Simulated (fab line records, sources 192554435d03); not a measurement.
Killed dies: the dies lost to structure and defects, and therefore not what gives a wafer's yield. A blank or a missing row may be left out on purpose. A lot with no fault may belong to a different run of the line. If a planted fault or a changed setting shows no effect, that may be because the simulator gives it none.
One fault through the eyes of 2 desks | flow n5 finfet | each desk holds nothing but its own numbers, with what lay behind them at the end

== METROLOGY DESK ==
Lot by lot, what the gauges showed, no matter which tool ran the lot: averages of those sampled wafers that carry a number. If a lot's mean is further than 4 standard deviations from the usual mean, the lot is out of limits and carries the mark OUT (the distance appears in the brackets). Only the readings that lie furthest out on some lot appear, 7 of the 10 it has.
Columns: A = DIBL_N at N5_BEOL_M4_RC_MEAS_101, usual 36.1 mV/V; B = DIBL_P at N5_BEOL_M4_RC_MEAS_101, usual 36.3 mV/V; C = IOFF_N at N5_BEOL_M4_RC_MEAS_101, usual 0.15 nA/um; D = ION_N at N5_BEOL_M4_RC_MEAS_101, usual 672 uA/um; E = ION_P at N5_BEOL_M4_RC_MEAS_101, usual 463 uA/um; F = VT_N at N5_BEOL_M4_RC_MEAS_101, usual 251 mV; G = VT_P at N5_BEOL_M4_RC_MEAS_101, usual -250 mV
lot  | first seen here | A    | B    | C    | D   | E   | F   | G
L143 | day 8 06:19     | 37.8 | 39.1 | 0.19 | 681 | 459 | 248 | -251
L151 | day 10 05:49    | 34.2 | 32.6 | 0.12 | 652 | 460 | 256 | -247
L154 | day 11 06:20    | 37.5 | 37.1 | 0.18 | 691 | 472 | 247 | -249
L157 | day 12 00:04    | 35.1 | 34.9 | 0.15 | 684 | 475 | 250 | -245
This desk found nothing out of limits on any of the 4 lots.

== AT THE TOOL OWNER'S DESK: pecvd-02 ==
The tool's own readings at N5_FIN_SAQP_PECVD_47 (deposits a-Si from SiH4/He, target thk 45 nm, time 36.3 s): means of the sampled wafers that have a number, for each lot that ran on this tool. If a lot's mean is further than 4 standard deviations from the usual mean, the lot is out of limits and carries the mark OUT (the distance appears in the brackets).
Columns: A = heater power w at N5_FIN_SAQP_PECVD_47, usual 841 W; B = run length s at N5_FIN_SAQP_PECVD_47, usual 72.6 s; C = showerhead plenum p Torr at N5_FIN_SAQP_PECVD_47, usual 5.65 Torr; D = throttle valve pct at N5_FIN_SAQP_PECVD_47, usual 18.6 %
lot  | first seen here | A   | B              | C    | D
L143 | day 2 03:26     | 908 | 72.3           | 5.66 | 18.6
L151 | day 4 02:56     | 846 | 79.0 (+11) OUT | 5.66 | 18.5
L154 | day 4 21:11     | 862 | 79.2 (+12) OUT | 5.66 | 18.5
Finding of this desk: L151, L154 out of limits; the first was L151 at day 4 02:56, on run length s at N5_FIN_SAQP_PECVD_47. L143 stayed within limits.

== TAKEN TOGETHER ==
The tool owner's desk had the chance to raise an alarm at day 4 02:56 on L151, L154.
Metrology desk: nothing out of limits seen.
The metrology desk has L151, L154 on record, within its limits.
All the named lots went through N5_FIN_SAQP_PECVD_47 on pecvd-02.

== WHAT THE SIMULATOR PUT IN ==
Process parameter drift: pecvd-02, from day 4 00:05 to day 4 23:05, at N5_FIN_SAQP_PECVD_47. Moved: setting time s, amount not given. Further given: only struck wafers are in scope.
Shown lots that were struck: L151, L154.
How many hours passed from the start of the fault until each desk's first out-of-limits reading: the tool owner's desk, 3.
